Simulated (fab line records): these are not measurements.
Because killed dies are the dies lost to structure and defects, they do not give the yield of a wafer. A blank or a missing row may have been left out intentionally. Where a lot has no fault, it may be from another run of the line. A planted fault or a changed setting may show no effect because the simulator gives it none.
Split-lot trial -- flow n5-finfet -- route with 1938 steps; 7 lots, 21 wafers read

== SPLIT DETAILS ==
At N5_ZERO_LAYER_ETCH_18 (etches Si in HBr/Cl2, target depth 120 nm, time 40 s), the setting icp-w was moved away from the recipe's 800 W on 5 of the 21 wafers read, by -16.8% to +7.4%. All remaining wafers had this setting at the recipe value.

The reading comes from the split's own step.

== THE READING ==
ZERO_LAYER.feature-depth-nm (the simulator's own value, which no gauge read), in nm, at N5_ZERO_LAYER_ETCH_18 (etches Si in HBr/Cl2, target depth 120 nm, time 40 s). The file does not state a usual value for it. The 16 wafers here that ran the recipe average 119.9 nm, standard deviation 1.8 nm.

wafer,"tool, chamber at the split","icp-w as run, W",against the recipe,"ZERO_LAYER.feature-depth-nm, nm",against lot-mates on the recipe
L079.1,"rie-si-05, 3",665.2,-16.8%,110.2,-11.2
L079.3,"rie-si-05, 1",665.2,-16.8%,109.2,-12.2
L079.6,"rie-si-05, 0",800,recipe,121.4,-
L080.1,"rie-si-05, 2",800,recipe,118.4,-
L080.2,"rie-si-05, 0",800,recipe,122.7,-
L080.4,"rie-si-05, 3",800,recipe,119.6,-
L082.3,"rie-si-06, 3",800,recipe,117.1,-
L082.4,"rie-si-06, 2",849,+6.1%,125.2,+7.9
L082.5,"rie-si-06, 3",800,recipe,117.5,-
L083.2,"rie-si-03, 3",800,recipe,121.6,-
L083.3,"rie-si-03, 1",800,recipe,119.7,-
L083.6,"rie-si-03, 3",800,recipe,121.3,-
L090.3,"rie-si-06, 2",800,recipe,121,-
L090.5,"rie-si-06, 2",800,recipe,120,-
L090.6,"rie-si-06, 0",800,recipe,116.8,-
L092.1,"rie-si-06, 2",800,recipe,121.9,-
L092.5,"rie-si-06, 0",800,recipe,119.4,-
L092.6,"rie-si-06, 3",800,recipe,118.1,-
L096.2,"rie-si-05, 0",800,recipe,122,-
L096.3,"rie-si-05, 2",859.4,+7.4%,123.7,+1.7
L096.6,"rie-si-05, 0",859.4,+7.4%,125.9,+3.9

FIT RESULTS
A straight line over all 21 wafers: ZERO_LAYER.feature-depth-nm changes by +0.63 nm for each +1% of icp-w; r = +0.91; the points scatter about the line by 1.8 nm.
The same after taking each lot's own level away (the mean of its wafers on the recipe; 21 wafers): +0.676 nm for each +1%; r = +0.92; scatter 1.7 nm.
According to that fit, moving icp-w by its largest amount changes the reading by 11 nm.
From 117.30 to 122.00 nm: that is the span of the lots' own levels, equal to 2.6 times the standard deviation above.
So the lot-to-lot level changes the slope little: the two slopes agree.
Check: -11.6 nm against its lot-mates is what the line predicts for one of the wafers moved furthest among these (-16.8%) when that wafer is left out of the fit. Against them it came out at -11.2 nm.

== THE WHOLE CHAIN: every reading that the file lists as answering this split, in the file's order ==
step,what it does,reading,change (the file's fit),r (the file's)
N5_ZERO_LAYER_ETCH_18,"etches Si in HBr/Cl2, target depth 120 nm, time 40 s","etch.depth-nm (the simulator's own value, which no gauge read)",+0.706 nm for each +1% of the setting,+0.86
N5_ZERO_LAYER_ETCH_18,"etches Si in HBr/Cl2, target depth 120 nm, time 40 s","ZERO_LAYER.feature-depth-nm (the simulator's own value, which no gauge read)",+0.706 nm for each +1% of the setting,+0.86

== THE FILE'S OWN FIT ==
ZERO_LAYER.feature-depth-nm changes by +0.706 nm for each +1% of icp-w, r = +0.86.
